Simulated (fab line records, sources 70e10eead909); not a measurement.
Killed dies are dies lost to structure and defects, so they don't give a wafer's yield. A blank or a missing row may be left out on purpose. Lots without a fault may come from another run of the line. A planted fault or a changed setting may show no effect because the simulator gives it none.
Problem report in the 8D (eight disciplines) form, filled by code | flow nand_harc | the parts of the form that need people (team, actions taken, sign-off) are left out

1. THE PROBLEM
raw_defect_count at NHARC_A_CHANNEL_HOLE_D1_INSPECT_40 reads a mean of 387 on 1 wafer of 1 lot; wafers without a fault read 63 with a standard deviation of 15. That is +22 standard deviations from the usual mean.
First seen on wafer L147.5, day 10 05:10, on defect_inspect-02. The record holds 36 wafers of 12 lots with a number at this step. Rule for "out", or "out of limits": more than 4 standard deviations from the usual mean. The other wafers with a number count as sound.

2. WHAT IT IS AND WHAT IT IS NOT
question                    | is                | is not
which readings at this step | raw_defect_count  | -
which lots                  | L147              | L141, L142, L143, L145, L156, L157, L158, L160, L161, L163, L164
which wafers of those lots  | L147.5            | L147.1, L147.4
read on which gauges        | defect_inspect-02 | defect_inspect-01
when                        | from day 10 05:10 | up to then (14 sound wafers); but 21 sound wafers of L156, L157, L158, L160, L161, L163, L164 came after

3. SUSPECTS, AND WHAT RULES EACH OUT
Counting: a tool at a process step up to the reading stays a suspect if it ran every lot that is out. Sound lots after the first of them don't rule it out here, since some wafers of a struck lot are sound.
- the gauge at NHARC_A_CHANNEL_HOLE_D1_INSPECT_40: ruled out. All the wafers that are out were read on defect_inspect-02, but those of them that NHARC_END_SORT_01 has rows for are out there too, on other tools.
- rie_diel-06 at NHARC_A_CHANNEL_HOLE_D1_ETCH_38 (etches the open film in CF4, target depth 39 nm, time 65 s): kept. It ran the lot that is out, L147 (day 9 21:50); its last sound lot up to then is L141 (day 8 17:53).
- Within rie_diel-06 at NHARC_A_CHANNEL_HOLE_D1_ETCH_38: the wafers that are out ran in chamber 0; their sound lot-mates ran in chambers 1, 2.
Left after counting: rie_diel-06 at NHARC_A_CHANNEL_HOLE_D1_ETCH_38.

4. THE CAUSE (what the simulator had put in)
Chamber particle source: rie_diel-06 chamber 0, from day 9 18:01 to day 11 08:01, at NHARC_A_CHANNEL_HOLE_D1_ETCH_38. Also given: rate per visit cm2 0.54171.
Counting left only this tool.

5. THE CHAIN OF EFFECTS, in route order
Each row: a reading whose mean over the struck wafers that have a number lies more than 3 standard deviations from the usual. Only readings for which the record gives a usual standard deviation are gone through. hours: the time from each lot's start at the first step in this table that gives one to its start at this step, as a median over the lots. sigmas: the change in usual standard deviations.
hours | step                               | reading          | usual | on struck wafers | change | sigmas
0     | NHARC_A_CHANNEL_HOLE_D1_INSPECT_40 | raw_defect_count | 63    | 387              | +324   | +22
263   | NHARC_END_SORT_01                  | killed_at_array  | 24    | 104              | +80    | +9.1
263   | NHARC_END_SORT_01                  | killed_dies      | 28    | 104              | +76    | +8.2

6. WHAT WOULD HAVE CAUGHT IT SOONER
In this record the first reading out of limits at a measuring or inspecting step was taken at day 10 05:10, 11 hours after the fault began at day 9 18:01.
Of the tool readings at NHARC_A_CHANNEL_HOLE_D1_ETCH_38 for which the record gives a usual standard deviation, none was out on any struck wafer, so an alarm limit of 4 standard deviations on them would not have fired.
All the lots that are out (1) had begun NHARC_A_CHANNEL_HOLE_D1_ETCH_38 on rie_diel-06 by day 10 05:10. A hold on the tool at that time would have spared none of them.
